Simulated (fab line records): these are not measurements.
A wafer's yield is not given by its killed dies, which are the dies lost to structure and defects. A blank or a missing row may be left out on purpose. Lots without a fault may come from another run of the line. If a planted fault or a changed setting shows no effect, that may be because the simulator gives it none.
Matching of chambers -- flow n5 finfet -- 4 sister chambers for N5_FIN_SAQP_ETCH_65 on rie si-03
The step etches SiO2 in CF4, target depth 4 nm, time 4.4 s. 4 wafers are shown with their chamber, then 7 later ones without.

WAFERS, EACH WITH ITS CHAMBER
wafer,chamber,drypump motor current A (A)
L075.5,3,5.7
L090.1,1,6.2
L090.3,0,6.1
L093.4,2,5.4

WAFERS MISSING THEIR CHAMBER
wafer,drypump motor current A (A)
L093.6,6.1
L095.2,5.8
L095.4,6.2
L095.5,6.1
L097.2,5.4
L097.3,5.8
L097.5,6.2

WHICH CHAMBER EACH WENT THROUGH
wafer,from the rows above,in truth
L093.6,can't be placed: 0 or 1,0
L095.2,3,3
L095.4,can't be placed: 1 or 0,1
L095.5,can't be placed: 0 or 1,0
L097.2,2,2
L097.3,3,3
L097.5,can't be placed: 1 or 0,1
Correctly placed: 3 of 7. Unplaceable from these rows: 4, with the true chamber sitting among the candidates in 4. Wrongly placed: 0.
How it was worked out, from the rows above alone: a wafer's distance from a chamber is the root of the sum, over the readings, of the square of ((its reading less the chamber's mean) divided by the reading's scatter). The wafer belongs to the nearest chamber; if the next one is less than 2 further off, it can't be placed. A chamber's mean is the mean of its shown wafers. The scatter: with one shown wafer a chamber, the root of the mean of the squares of how far each hidden wafer lies from its nearest shown one.
